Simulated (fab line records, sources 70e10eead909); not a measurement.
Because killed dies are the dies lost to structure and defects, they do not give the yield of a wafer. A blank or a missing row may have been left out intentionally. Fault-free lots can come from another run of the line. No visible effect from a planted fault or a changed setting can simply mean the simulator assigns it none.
fab line records -- flow nandHarc
record: lots: 6, wafers: 18, lastDay: 24
route steps=1159 shown A_STAIRCASE@548 END@1159
lots untouched by any fault: they come from a run of this same line in which no faults occurred
startH: the number of hours between the record's first day and the start of the first shown wafer of the lot -- waitH: hours from the lot's prior step to this one -- " unchanged from the row above -- L1.1+2: several wafers, shown together as one row -- - no value, or no start was given -- * or withheld: withheld -- < > ~ a bound
route shown NAME@n: names a module that has steps shown in the file, with the first one's number in the route -- usual: average and standard deviation across the fault-free wafers -- same: alike in all rows -- chamber/n: place in a boat -- sites: the reading at each site -- _std_site: standard deviation of those values -- _edge_site: inner sites' mean taken away from outer sites' mean -- radiusMm: for every site, how far away it sits from the centre of the wafer -- mask NAME#n: copy n -- behind: the most recent tool/chamber to have shaped the wafer -- hold: cause of the lot's hold/its duration in hours/its outcome -- device: whichever transistor did not switch (one of n, p or np) -- end of line: the same wafers' tests at the end of the route -- a step with no rows: only its recipe -- killed: count of dies lost to structure and defects at first sort (not the wafer's yield) -- map: a wafer's dies, x killed, . not, _ none there
set.NAME: the setting as run; set.NAME@STEP: as run at that earlier step -- model.NAME: the simulator's own value behind a step, which no gauge read
lots at selected steps of the route; one table per step, one row per wafer
services: a tool's chamber out of use, with start hour (startH, from the record's first day; less than 0 if before it), hours out, and reason
== steps ==
step: NHARC_A_STAIRCASE_TRIM_12
recipe: timeS: 211.2, o2FlowSccm: 500, arFlowSccm: 0, biasW: 0, chemistry: O2
step: NHARC_A_STAIRCASE_ETCH_13
recipe: targetDepthA: 1000, timeS: 40.5, ionEnergyEv: 400, c4f8FlowSccm: 20, o2FlowSccm: 10, arFlowSccm: withheld, rfW: 600, biasW: 1000, chemistry: C4F8/O2
usual: biasW: 1000/3.2, oesProductAu: 0.935/0.015, rfVppV: 895/4.2
lot.wafer,tool,chamber,startH,waitH,biasW,oesProductAu,rfHoursCounterH,rfVppV
L974.3,rieDiel-02,0,-,-,1007,0.946,28,889
L974.4,rieDiel-02,2,-,-,1003,0.937,25,894
L974.2,rieDiel-02,3,-,-,999,0.961,29,889
L979.4,rieDiel-06,1,-,-,998,0.958,0,895
L979.1,rieDiel-06,2,-,-,1003,0.941,1,895
L979.5,rieDiel-06,2,-,-,1007,0.934,-,894
L991.1,rieDiel-02,2,-,-,999,0.914,0,893
L991.2,rieDiel-02,3,-,-,1001,0.936,0,889
L991.3,rieDiel-02,1,-,-,1004,0.928,0,902
L989.4,rieDiel-02,0,-,-,998,0.924,2,889
L989.2,rieDiel-02,1,-,-,995,0.926,2,902
L989.1,rieDiel-02,2,-,-,1005,0.933,2,893
L994.2,rieDiel-02,2,-,-,1000,0.915,4,893
L994.5,rieDiel-02,1,-,-,1002,0.913,-,902
L994.4,rieDiel-02,2,-,-,1002,0.914,-,891
L996.4,rieDiel-06,0,-,-,1001,0.930,47,895
L996.5,rieDiel-06,2,-,-,998,0.955,-,894
L996.6,rieDiel-06,3,-,-,998,0.951,-,894
step: NHARC_A_STAIRCASE_TRIM_14
recipe: timeS: 211.2, o2FlowSccm: 500, arFlowSccm: 0, biasW: 0, chemistry: O2
step: NHARC_A_STAIRCASE_ETCH_15
recipe: targetDepthA: 1000, timeS: 40.5, ionEnergyEv: 400, c4f8FlowSccm: 20, o2FlowSccm: 10, arFlowSccm: withheld, rfW: 600, biasW: 1000, chemistry: C4F8/O2
step: NHARC_A_STAIRCASE_TRIM_16
recipe: timeS: 211.2, o2FlowSccm: 500, arFlowSccm: 0, biasW: 0, chemistry: O2
usual: drypumpMotorCurrentA: 5.8/0.43, mfcArSccm: 0.007/0.013, oesProductAu: 0.994/0.011, rfVppV: 57.8/0.86, showerheadPlenumPTorr: 3.49/0.12, throttleValvePct: 17.036/0.0087
same: biasW: 0
lot.wafer,tool,chamber,startH,waitH,drypumpMotorCurrentA,mfcArSccm,oesProductAu,rfHoursCounterH,rfVppV,showerheadPlenumPTorr,throttleValvePct
L974.4,rieDiel-02,2,-,-,5.7,0.004,0.989,25,58.4,3.47,17.036
L974.3,rieDiel-02,3,-,-,6.0,0.040,0.998,29,58.6,3.34,17.036
L974.2,rieDiel-02,0,-,-,6.0,0.006,0.988,28,57.4,3.34,17.034
L979.4,rieDiel-06,2,-,-,5.9,0.017,0.986,1,57.9,3.50,17.023
L979.1,rieDiel-06,3,-,-,6.4,0,1.010,1,57.0,3.48,17.023
L979.5,rieDiel-06,0,-,-,5.6,0,0.993,-,58.0,3.53,17.050
L991.1,rieDiel-02,1,-,-,6.1,0,0.984,1,58.6,3.70,17.039
L991.3,rieDiel-02,3,-,-,6.0,0.040,1.001,1,58.1,3.32,17.036
L991.2,rieDiel-02,0,-,-,6.0,0.006,0.986,1,58.0,3.33,17.042
L989.4,rieDiel-02,1,-,-,6.1,0,0.989,2,58.4,3.69,17.027
L989.2,rieDiel-02,2,-,-,5.7,0.004,0.992,2,56.6,3.45,17.042
L989.1,rieDiel-02,3,-,-,6.0,0.040,1.000,2,57.4,3.32,17.044
L994.2,rieDiel-02,1,-,-,6.1,0,0.993,6,58.6,3.69,17.039
L994.5,rieDiel-02,3,-,-,6.0,0.040,1.008,-,57.3,3.32,17.031
L994.4,rieDiel-02,1,-,-,6.1,0,0.994,-,58.9,3.69,17.038
L996.4,rieDiel-06,1,-,-,5.1,0,0.989,43,58.3,3.48,17.042
L996.6,rieDiel-06,1,-,-,5.1,0,0.989,-,57.1,3.48,17.031
L996.5,rieDiel-06,2,-,-,5.9,0.017,1.003,-,57.7,3.48,17.028
step: NHARC_A_STAIRCASE_ETCH_17
recipe: targetDepthA: 1000, timeS: 40.5, ionEnergyEv: 400, c4f8FlowSccm: 20, o2FlowSccm: 10, arFlowSccm: withheld, rfW: 600, biasW: 1000, chemistry: C4F8/O2
step: NHARC_A_STAIRCASE_TRIM_18
recipe: timeS: 211.2, o2FlowSccm: 500, arFlowSccm: 0, biasW: 0, chemistry: O2
usual: drypumpMotorCurrentA: 5.8/0.42, mfcArSccm: 0.007/0.012, oesProductAu: 0.995/0.013, rfVppV: 57.8/0.96, showerheadPlenumPTorr: 3.50/0.11, throttleValvePct: 17.036/0.0083
same: biasW: 0
lot.wafer,tool,chamber,startH,waitH,drypumpMotorCurrentA,mfcArSccm,oesProductAu,rfHoursCounterH,rfVppV,showerheadPlenumPTorr,throttleValvePct
L974.3,rieDiel-02,1,-,-,6.2,0,0.960,26,59.0,3.71,17.046
L974.2,rieDiel-02,2,-,-,5.7,0.004,0.979,25,56.5,3.47,17.040
L974.4,rieDiel-02,3,-,-,6.0,0.040,0.996,29,56.3,3.34,17.042
L979.4,rieDiel-06,0,-,-,5.6,0,0.991,1,59.3,3.53,17.030
L979.1,rieDiel-06,1,-,-,5.1,0,0.996,0,57.5,3.50,17.029
L979.5,rieDiel-06,3,-,-,6.4,0,1.012,-,57.2,3.48,17.029
L991.1,rieDiel-02,0,-,-,6.0,0.006,1.010,1,56.8,3.33,17.045
L991.3,rieDiel-02,1,-,-,6.2,0,1.004,1,58.0,3.70,17.023
L991.2,rieDiel-02,2,-,-,5.7,0.004,0.982,1,58.1,3.45,17.021
L989.4,rieDiel-02,1,-,-,6.2,0,0.988,2,58.3,3.69,17.025
L989.2,rieDiel-02,2,-,-,5.7,0.004,0.976,2,58.0,3.45,17.036
L989.1,rieDiel-02,0,-,-,6.0,0.006,1.005,2,57.5,3.33,17.037
L994.2,rieDiel-02,1,-,-,6.2,0,0.988,6,58.5,3.69,17.043
L994.5,rieDiel-02,1,-,-,6.1,0,0.982,-,58.2,3.69,17.049
L994.4,rieDiel-02,2,-,-,5.7,0.004,0.989,-,57.2,3.45,17.035
L996.4,rieDiel-06,2,-,-,5.9,0.017,1.004,46,57.4,3.48,17.040
L996.5,rieDiel-06,0,-,-,5.7,0,1.001,-,58.4,3.50,17.037
L996.6,rieDiel-06,1,-,-,5.1,0,0.972,-,57.6,3.48,17.019
step: NHARC_A_STAIRCASE_ETCH_19
recipe: targetDepthA: 1000, timeS: 40.5, ionEnergyEv: 400, c4f8FlowSccm: 20, o2FlowSccm: 10, arFlowSccm: withheld, rfW: 600, biasW: 1000, chemistry: C4F8/O2
usual: biasW: 999/3.2, oesProductAu: 0.935/0.013, rfVppV: 894/4.1
lot.wafer,tool,chamber,startH,waitH,biasW,oesProductAu,rfHoursCounterH,rfVppV
L974.4,rieDiel-02,3,-,-,1001,0.922,29,890
L974.2,rieDiel-02,0,-,-,999,0.919,28,890
L974.3,rieDiel-02,2,-,-,998,0.911,25,893
L979.1,rieDiel-06,1,-,-,1000,0.957,0,894
L979.4,rieDiel-06,3,-,-,999,0.945,1,894
L979.5,rieDiel-06,1,-,-,1001,0.942,-,894
L991.3,rieDiel-02,0,-,-,1000,0.927,1,887
L991.2,rieDiel-02,1,-,-,995,0.929,1,901
L991.1,rieDiel-02,2,-,-,996,0.933,1,892
L989.1,rieDiel-02,0,-,-,996,0.923,2,887
L989.4,rieDiel-02,1,-,-,999,0.918,2,902
L989.2,rieDiel-02,2,-,-,997,0.914,2,893
L994.2,rieDiel-02,3,-,-,994,0.938,6,887
L994.4,rieDiel-02,1,-,-,1000,0.921,-,900
L994.5,rieDiel-02,3,-,-,999,0.931,-,889
L996.4,rieDiel-06,0,-,-,999,0.921,47,894
L996.6,rieDiel-06,0,-,-,1004,0.917,-,894
L996.5,rieDiel-06,1,-,-,994,0.909,-,896
step: NHARC_A_STAIRCASE_TRIM_20
recipe: timeS: 211.2, o2FlowSccm: 500, arFlowSccm: 0, biasW: 0, chemistry: O2
usual: drypumpMotorCurrentA: 5.8/0.41, mfcArSccm: 0.008/0.013, oesProductAu: 0.994/0.012, rfVppV: 57.8/0.8, showerheadPlenumPTorr: 3.49/0.12, throttleValvePct: 17.036/0.009
same: biasW: 0
lot.wafer,tool,chamber,startH,waitH,drypumpMotorCurrentA,mfcArSccm,oesProductAu,rfHoursCounterH,rfVppV,showerheadPlenumPTorr,throttleValvePct
L974.2,rieDiel-02,1,233.42,0.1,6.1,0,0.983,26,58.0,3.71,17.028
L974.3,rieDiel-02,2,233.42,0.1,5.7,0.004,0.987,25,56.3,3.47,17.045
L974.4,rieDiel-02,0,233.42,0.1,6.0,0.006,0.988,28,59.5,3.34,17.043
L979.4,rieDiel-06,1,253.38,0.1,5.1,0,0.993,0,58.3,3.50,17.050
L979.1,rieDiel-06,3,253.38,0.1,6.4,0,1.003,1,56.3,3.48,17.034
L979.5,rieDiel-06,1,253.38,0.1,5.1,0,0.990,-,57.9,3.50,17.021
L991.2,rieDiel-02,3,339.14,0.1,6.1,0.040,1.003,1,57.0,3.32,17.042
L991.1,rieDiel-02,0,339.14,0.1,6.0,0.006,1.001,1,57.6,3.33,17.050
L991.3,rieDiel-02,2,339.14,0.1,5.7,0.004,0.986,1,56.9,3.45,17.049
L989.4,rieDiel-02,2,342.39,0.1,5.7,0.004,0.980,2,56.7,3.45,17.054
L989.2,rieDiel-02,3,342.39,0.1,6.0,0.040,0.997,2,59.3,3.32,17.019
L989.1,rieDiel-02,1,342.39,0.1,6.1,0,0.990,2,58.6,3.69,17.028
L994.4,rieDiel-01,3,349.96,0.1,6.6,0,0.991,12,57.6,3.66,17.024
L994.2,rieDiel-01,0,349.96,0.1,5.9,0,1.013,12,58.4,3.63,17.026
L994.5,rieDiel-01,1,349.96,0.1,5.0,0,1.026,-,57.5,3.44,17.031
L996.4,rieDiel-06,3,364.61,0.1,6.4,0,1.004,36,56.7,3.46,17.053
L996.6,rieDiel-06,2,364.61,0.1,5.9,0.017,1.003,-,56.7,3.48,17.041
L996.5,rieDiel-06,3,364.61,0.1,6.4,0,1.003,-,57.7,3.46,17.004
step: NHARC_A_STAIRCASE_ETCH_21
recipe: targetDepthA: 1000, timeS: 40.5, ionEnergyEv: 400, c4f8FlowSccm: 20, o2FlowSccm: 10, arFlowSccm: withheld, rfW: 600, biasW: 1000, chemistry: C4F8/O2
step: NHARC_A_STAIRCASE_TRIM_22
recipe: timeS: 211.2, o2FlowSccm: 500, arFlowSccm: 0, biasW: 0, chemistry: O2
step: NHARC_A_STAIRCASE_ETCH_23
recipe: targetDepthA: 1000, timeS: 40.5, ionEnergyEv: 400, c4f8FlowSccm: 20, o2FlowSccm: 10, arFlowSccm: withheld, rfW: 600, biasW: 1000, chemistry: C4F8/O2
usual: biasW: 1000/3.2, oesProductAu: 0.936/0.011, rfVppV: 895/4.4
lot.wafer,tool,chamber,startH,waitH,biasW,oesProductAu,rfHoursCounterH,rfVppV
L974.4,rieDiel-02,1,233.85,-,1003,0.914,26,903
L974.3,rieDiel-02,2,233.85,-,1006,0.923,26,893
L974.2,rieDiel-02,0,233.85,-,998,0.941,28,891
L979.1,rieDiel-06,3,253.81,-,995,0.948,1,895
L979.4,rieDiel-06,0,253.81,-,1003,0.931,1,895
L979.5,rieDiel-06,0,253.81,-,1000,0.933,-,896
L991.1,rieDiel-02,0,339.61,-,994,0.752,2,889
L991.3,rieDiel-02,2,339.61,-,997,0.922,1,894
L991.2,rieDiel-02,3,339.61,-,1001,0.927,2,889
L989.2,rieDiel-02,2,342.86,-,996,0.923,3,893
L989.1,rieDiel-02,3,342.86,-,1001,0.947,3,887
L989.4,rieDiel-02,0,342.86,-,1000,0.746,3,889
L994.2,rieDiel-01,3,350.50,-,997,0.926,12,901
L994.4,rieDiel-01,1,350.50,-,996,0.951,11,892
L994.5,rieDiel-01,2,350.50,-,998,0.962,-,897
L996.4,rieDiel-06,1,365.02,-,1000,0.931,44,894
L996.6,rieDiel-06,1,365.02,-,1001,0.918,-,894
L996.5,rieDiel-06,2,365.02,-,995,0.938,-,896
step: NHARC_A_STAIRCASE_TRIM_24
recipe: timeS: 211.2, o2FlowSccm: 500, arFlowSccm: 0, biasW: 0, chemistry: O2
step: NHARC_END_SORT_01
recipe: tempC: 25
usual: killedAtArray: 29/10, killedAtOther: 0.7/1.1, killedAtPeriphery: 3.3/2.4, killedDies: 33/11, killedOpen: 3.3/2, killedShort: 1.9/1.3
same: grossDies: 677
lot.wafer,tool,chamber,startH,waitH,killedAtArray,killedAtOther,killedAtPeriphery,killedDies,killedOpen,killedShort
L989.4,prober-01,0,560.16,3.4,673,1,3,677,3,1
L991.1,prober-02,0,565.57,2.5,676,1,0,677,1,1
killed by level:class
L989.4 A_STAIRCASE:areaEtch=662 A_CHANNEL_HOLE_D1:chamberFilmFlake=5 A_CONTACT:chamberFilmFlake=2 A_CHANNEL_FILL_D1:geometricParticle:short=1 A_CHANNEL_FILL_D1:geometricParticle:open=1 A_SGD_CUT:geometricParticle:open=1 A_M0:geometricParticle:open=1 P_STI:chamberFilmFlake=1
L991.1 A_STAIRCASE:areaEtch=649 A_SLIT:chamberFilmFlake=16 A_CHANNEL_HOLE_D1:chamberFilmFlake=8 A_BLC:geometricParticle:open=1 A_M0:geometricParticle:short=1 A_CONTACT:chamberFilmFlake=1 THIN_TSV:chamberFilmFlake=1
map L989.4 (x killed, . not)
____________x____________
_________xxxxxxx_________
_______xxxxxxxxxxx_______
______xxxxxxxxxxxxx______
_____xxxxxxxxxxxxxxx_____
____xxxxxxxxxxxxxxxxx____
____xxxxxxxxxxxxxxxxx____
___xxxxxxxxxxxxxxxxxxx___
___xxxxxxxxxxxxxxxxxxx___
__xxxxxxxxxxxxxxxxxxxxx__
__xxxxxxxxxxxxxxxxxxxxx__
_xxxxxxxxxxxxxxxxxxxxxxx_
_xxxxxxxxxxxxxxxxxxxxxxx_
_xxxxxxxxxxxxxxxxxxxxxxx_
_xxxxxxxxxxxxxxxxxxxxxxx_
_xxxxxxxxxxxxxxxxxxxxxxx_
xxxxxxxxxxxxxxxxxxxxxxxxx
xxxxxxxxxxxxxxxxxxxxxxxxx
xxxxxxxxxxxxxxxxxxxxxxxxx
xxxxxxxxxxxxxxxxxxxxxxxxx
xxxxxxxxxxxxxxxxxxxxxxxxx
_xxxxxxxxxxxxxxxxxxxxxxx_
_xxxxxxxxxxxxxxxxxxxxxxx_
_xxxxxxxxxxxxxxxxxxxxxxx_
_xxxxxxxxxxxxxxxxxxxxxxx_
_xxxxxxxxxxxxxxxxxxxxxxx_
__xxxxxxxxxxxxxxxxxxxxx__
__xxxxxxxxxxxxxxxxxxxxx__
___xxxxxxxxxxxxxxxxxxx___
___xxxxxxxxxxxxxxxxxxx___
____xxxxxxxxxxxxxxxxx____
____xxxxxxxxxxxxxxxxx____
_____xxxxxxxxxxxxxxx_____
______xxxxxxxxxxxxx______
_______xxxxxxxxxxx_______
_________xxxxxxx_________
____________x____________
map L991.1 (x killed, . not)
____________x____________
_________xxxxxxx_________
_______xxxxxxxxxxx_______
______xxxxxxxxxxxxx______
_____xxxxxxxxxxxxxxx_____
____xxxxxxxxxxxxxxxxx____
____xxxxxxxxxxxxxxxxx____
___xxxxxxxxxxxxxxxxxxx___
___xxxxxxxxxxxxxxxxxxx___
__xxxxxxxxxxxxxxxxxxxxx__
__xxxxxxxxxxxxxxxxxxxxx__
_xxxxxxxxxxxxxxxxxxxxxxx_
_xxxxxxxxxxxxxxxxxxxxxxx_
_xxxxxxxxxxxxxxxxxxxxxxx_
_xxxxxxxxxxxxxxxxxxxxxxx_
_xxxxxxxxxxxxxxxxxxxxxxx_
xxxxxxxxxxxxxxxxxxxxxxxxx
xxxxxxxxxxxxxxxxxxxxxxxxx
xxxxxxxxxxxxxxxxxxxxxxxxx
xxxxxxxxxxxxxxxxxxxxxxxxx
xxxxxxxxxxxxxxxxxxxxxxxxx
_xxxxxxxxxxxxxxxxxxxxxxx_
_xxxxxxxxxxxxxxxxxxxxxxx_
_xxxxxxxxxxxxxxxxxxxxxxx_
_xxxxxxxxxxxxxxxxxxxxxxx_
_xxxxxxxxxxxxxxxxxxxxxxx_
__xxxxxxxxxxxxxxxxxxxxx__
__xxxxxxxxxxxxxxxxxxxxx__
___xxxxxxxxxxxxxxxxxxx___
___xxxxxxxxxxxxxxxxxxx___
____xxxxxxxxxxxxxxxxx____
____xxxxxxxxxxxxxxxxx____
_____xxxxxxxxxxxxxxx_____
______xxxxxxxxxxxxx______
_______xxxxxxxxxxx_______
_________xxxxxxx_________
____________x____________
== services ==
tool,chamber,startH,hours,kind
rieDiel-02,0,208.72,-,clean
rieDiel-02,1,208.72,-,clean
rieDiel-02,2,208.72,-,clean
rieDiel-02,3,208.72,-,clean
rieDiel-02,2,212.03,3.8,repair
rieDiel-06,2,213.47,15.6,repair
rieDiel-02,-,222.35,0.2,repair
rieDiel-02,0,233.24,-,clean
rieDiel-02,1,233.24,-,clean
rieDiel-02,2,233.24,-,clean
rieDiel-02,3,233.24,-,clean
rieDiel-06,-,241.28,9.0,pm
rieDiel-02,0,258.52,-,clean
rieDiel-02,1,258.52,-,clean
rieDiel-02,2,258.52,-,clean
rieDiel-02,3,258.52,-,clean
rieDiel-06,3,261.21,33.1,repair
rieDiel-06,-,267.38,0.8,repair
rieDiel-06,2,280.77,1.3,repair
rieDiel-02,0,283.04,-,clean
rieDiel-02,1,283.04,-,clean
rieDiel-02,2,283.04,-,clean
rieDiel-01,-,314.80,9.0,pm
rieDiel-02,-,327.70,9.0,pm
== key ==
firstSign: step: NHARC_A_STAIRCASE_ETCH_23, reading: oesProductAu, direction: down, sigmas: 16, usual: 0.936, struck: 0.749
effect: step: NHARC_END_SORT_01, reading: killedAtArray, direction: up, sigmas: 63, usual: 29, struck: 674
moreKillsBornAt: NHARC_A_STAIRCASE_ETCH_23@rieDiel-02: 1311
metAt NHARC_A_STAIRCASE_ETCH_23
struckWafers L989.4,L991.1
laterRowsLeftOut L989.4,L991.1
testerLeftOut L989,L991
onsetBetween 233.85 339.61
fault: kind: processParameterDrift, tool: rieDiel-02, chamber: 0, onsetH: 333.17, steps: NHARC_A_STAIRCASE_ETCH_23, channel: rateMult, offset: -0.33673, shape: step, endH: 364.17
testerLeftOut: of these lots the tester's yield and bins aren't shown, on N5 and GAA mostly nor the transistor test; their killed dies are dies lost to structure and defects alone, not to doping, threshold or leakage, so they don't give the yield
laterRowsLeftOut: the simulator's readings of these wafers behind a module that went badly wrong aren't trusted and aren't shown, but for the sort
